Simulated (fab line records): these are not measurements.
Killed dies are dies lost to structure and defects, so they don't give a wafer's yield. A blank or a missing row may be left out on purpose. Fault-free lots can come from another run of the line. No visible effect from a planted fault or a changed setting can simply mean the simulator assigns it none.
Problem report in the 8D (eight disciplines) form, filled by code + flow nandHarc + the parts of the form that need people (team, actions taken, sign-off) are left out

## 1. WHAT WENT WRONG
cdNm at NHARC_P_ZERO_WELL_CD_MEAS_11 reads a mean of 543.4 nm on 6 wafers of 2 lots; wafers without a fault read 499.8 nm with a standard deviation of 1.5. Measured from the usual mean, that is +29 standard deviations.
The step: target cd 500 nm.
Seen first at day 9 09:14 on cdSem-02, wafer L980.2. Wafers with a number at this step in the record: 36, from 12 lots. The rule behind "out" and "out of limits": a value lying over 4 standard deviations away from the usual mean. All remaining wafers that have a number are taken as sound.

## 2. WHAT THIS IS AND IS NOT
| question                    | is                     | is not                                                     |
|-----------------------------|------------------------|------------------------------------------------------------|
| which readings at this step | cdNm                   | -                                                          |
| which lots                  | L980, L981             | L962, L964, L965, L966, L967, L968, L970, L971, L974, L975 |
| which wafers of those lots  | all that have a number | -                                                          |
| read on which gauges        | cdSem-02               | cdSem-01, cdSem-03                                         |
| when                        | from day 9 09:14       | up to then (30 sound wafers)                               |

## 3. WHAT RULES OUT EACH SUSPECT
Counting: a tool at a process step up to the reading stays a suspect if it ran every lot that is out and no sound lot after the first of them.
- the gauge at NHARC_P_ZERO_WELL_CD_MEAS_11 is ruled out. All the wafers that are out were read on cdSem-02, but those of them that NHARC_P_ZERO_WELL_SOFTBAKE_06 has rows for are out there too, on other tools.
- lithoTrack-05 at NHARC_P_ZERO_WELL_SOFTBAKE_06 (time 70 s): kept. Every lot that is out went through it, starting with L980 (day 9 08:00), and after that it ran no sound lot; the last sound lot it ran before then is L964 (day 2 16:00). Its own heaterPowerTotalW readings are out on those wafers.
After counting, what remains is lithoTrack-05 at NHARC_P_ZERO_WELL_SOFTBAKE_06.

## 4. THE CAUSE (what the simulator had put in)
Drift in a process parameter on lithoTrack-05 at NHARC_P_ZERO_WELL_SOFTBAKE_06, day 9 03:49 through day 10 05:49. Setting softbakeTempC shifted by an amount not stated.
Only this tool survived the counting.

## 5. SEQUENCE OF EFFECTS, ordered by route
Rows list readings where the struck wafers' mean (over those with a number) sits beyond 3 standard deviations from the usual. Only readings for which the record gives a usual standard deviation are gone through. hours: the time from each lot's start at the first step in this table that gives one to its start at this step, as a median over the lots. sigmas: the change in usual standard deviations.
| hours | step                          | reading           | usual    | on struck wafers | change | sigmas |
|-------|-------------------------------|-------------------|----------|------------------|--------|--------|
| 0     | NHARC_P_ZERO_WELL_SOFTBAKE_06 | heaterPowerTotalW | 200.7 W  | 234.2            | +33.5  | +28    |
| 1     | NHARC_P_ZERO_WELL_CD_MEAS_11  | cdNm              | 499.8 nm | 543.4            | +43.6  | +29    |
Process steps it contains:
- NHARC_P_ZERO_WELL_SOFTBAKE_06: time 70 s.
Later measuring or inspecting steps at which every struck wafer that the step has a row for has a number for every such reading, and none has moved that far: NHARC_END_SORT_01.

## 6. HOW IT WOULD HAVE BEEN CAUGHT EARLIER
Counted from the fault's start at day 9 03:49, it took 5 hours until the first out-of-limits reading at a measuring or inspecting step in this record, taken at day 9 09:14.
Tool's own readings at NHARC_P_ZERO_WELL_SOFTBAKE_06, heaterPowerTotalW: out on all struck wafers the step has rows for; an alarm limit on them would have tripped on the first.
Among the 2 lots that are out, L981 began NHARC_P_ZERO_WELL_SOFTBAKE_06 on lithoTrack-05 after day 9 09:14. Putting the tool on hold at that point would have spared it.
